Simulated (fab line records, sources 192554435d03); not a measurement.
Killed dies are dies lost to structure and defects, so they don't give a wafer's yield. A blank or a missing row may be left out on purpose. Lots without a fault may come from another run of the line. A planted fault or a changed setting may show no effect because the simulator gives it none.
Split-lot experiment | flow n5_finfet | 7 lots, 21 wafers read, on a route of 1938 steps

THE SPLIT
At N5_SDB_COAT_05 (resist thk 90 nm), the setting spin_rpm was moved away from the recipe's 1500 rpm on 5 of the 21 wafers read, by -5.7% to +8.5%. The other wafers ran this setting at the recipe's value.

FROM THE SPLIT TO THE READING: what the file shows between them, 5 steps
- N5_SDB_EXPOSE_08: exposes mask SDB (also split here: dose_mj)
- N5_SDB_PEB_09: peb time 60 s
- N5_SDB_DEVELOP_10: develop time 30 s
- N5_SDB_CD_MEAS_11: target cd 50 nm
- N5_SDB_DESCUM_16: chemistry O2, time 7.9 s

THE READING
CAR-ArF_of_SDB_COAT_05.thk_nm (the simulator's own value, which no gauge read), in nm, at N5_SDB_ETCH_17 (etches SiARC in CF4, target depth 23.4 nm, time 39 s). The file gives no usual value for it. The 16 wafers here that ran the recipe average 66.5 nm, standard deviation 0.24 nm.

wafer  | tool, chamber at the split | spin_rpm as run, rpm | against the recipe | CAR-ArF_of_SDB_COAT_05.thk_nm, nm | against lot-mates on the recipe
L074.2 | litho_track-03, 0          | 1500                 | recipe             | 66.6                              | -
L074.4 | litho_track-03, 0          | 1500                 | recipe             | 66.6                              | -
L074.5 | litho_track-03, 0          | 1500                 | recipe             | 66.8                              | -
L080.2 | litho_track-03, 0          | 1500                 | recipe             | 66.4                              | -
L080.3 | litho_track-03, 0          | 1500                 | recipe             | 66.4                              | -
L080.6 | litho_track-03, 0          | 1500                 | recipe             | 66.4                              | -
L083.2 | litho_track-04, 0          | 1500                 | recipe             | 66.8                              | -
L083.5 | litho_track-04, 0          | 1627                 | +8.5%              | 63.2                              | -3.6
L083.6 | litho_track-04, 0          | 1627                 | +8.5%              | 62.8                              | -4.0
L084.1 | litho_track-04, 0          | 1565                 | +4.3%              | 64.8                              | -2.0
L084.2 | litho_track-04, 0          | 1500                 | recipe             | 67                                | -
L084.3 | litho_track-04, 0          | 1500                 | recipe             | 66.6                              | -
L087.2 | litho_track-04, 0          | 1414                 | -5.7%              | 69.4                              | +2.9
L087.4 | litho_track-04, 0          | 1500                 | recipe             | 66.8                              | -
L087.5 | litho_track-04, 0          | 1500                 | recipe             | 66.2                              | -
L092.2 | litho_track-02, 0          | 1500                 | recipe             | 66.2                              | -
L092.4 | litho_track-02, 0          | 1500                 | recipe             | 66.2                              | -
L092.6 | litho_track-02, 0          | 1500                 | recipe             | 66.2                              | -
L094.1 | litho_track-03, 0          | 1594                 | +6.3%              | 64.2                              | -2.3
L094.4 | litho_track-03, 0          | 1500                 | recipe             | 66.4                              | -
L094.5 | litho_track-03, 0          | 1500                 | recipe             | 66.6                              | -

THE FIT
A straight line over all 21 wafers: CAR-ArF_of_SDB_COAT_05.thk_nm changes by -0.423 nm for each +1% of spin_rpm; r = -0.98; the points scatter about the line by 0.27 nm.
The same after taking each lot's own level away (the mean of its wafers on the recipe; 21 wafers): -0.447 nm for each +1%; r = -0.99; scatter 0.2 nm.
On that fit, the largest move of spin_rpm shifts the reading by 3.8 nm.
The lots' own levels span 66.20 to 66.80 nm, that is 2.5 times the standard deviation above.
So the lot-to-lot level changes the slope little: the two slopes agree.
Check: with one of the wafers moved furthest among these (+8.5%) left out of the fit, the line predicts -3.82 nm for it against its lot-mates. It came out at -3.6 nm against them.

OTHER SPLITS ON THESE WAFERS
These wafers also went through other splits before the reading. Each is held against what the fit with the lots' levels taken away leaves over:
other split on the same wafers         | wafers away from the commonest value | r with CAR-ArF_of_SDB_COAT_05.thk_nm (lot level and that fit taken away)
N5_WELL_APT_PEB_06 peb_time_s          | 8                                    | -0.02
N5_WELL_APT_COAT_19 spin_rpm           | 6                                    | +0.08
N5_PMOS_HMC_CHANNEL_EPI_ETCH_32 bias_w | 5                                    | -0.16
N5_FIN_SAQP_EXPOSE_13 dose_mj          | 3                                    | -0.24
N5_DUMMY_GATE_COAT_28 spin_rpm         | 9                                    | +0.37
N5_DUMMY_GATE_EXPOSE_12 dose_mj        | 5                                    | -0.20
N5_SD_EPI_P_EPI_21 temp_c              | 8                                    | -0.11
N5_SDB_EXPOSE_08 dose_mj               | 7                                    | +0.24

THE WHOLE CHAIN: every reading that the file lists as answering this split, in the file's order
step           | what it does                                         | reading                                                                        | change (the file's fit)               | r (the file's)
N5_SDB_COAT_05 | resist thk 90 nm                                     | CAR-ArF_of_SDB_COAT_05.thk_nm (the simulator's own value, which no gauge read) | -0.426 nm for each +1% of the setting | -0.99
N5_SDB_ETCH_17 | etches SiARC in CF4, target depth 23.4 nm, time 39 s | CAR-ArF_of_SDB_COAT_05.thk_nm (the simulator's own value, which no gauge read) | -0.442 nm for each +1% of the setting | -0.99

THE FILE'S OWN FIT
CAR-ArF_of_SDB_COAT_05.thk_nm changes by -0.442 nm for each +1% of spin_rpm, r = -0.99.
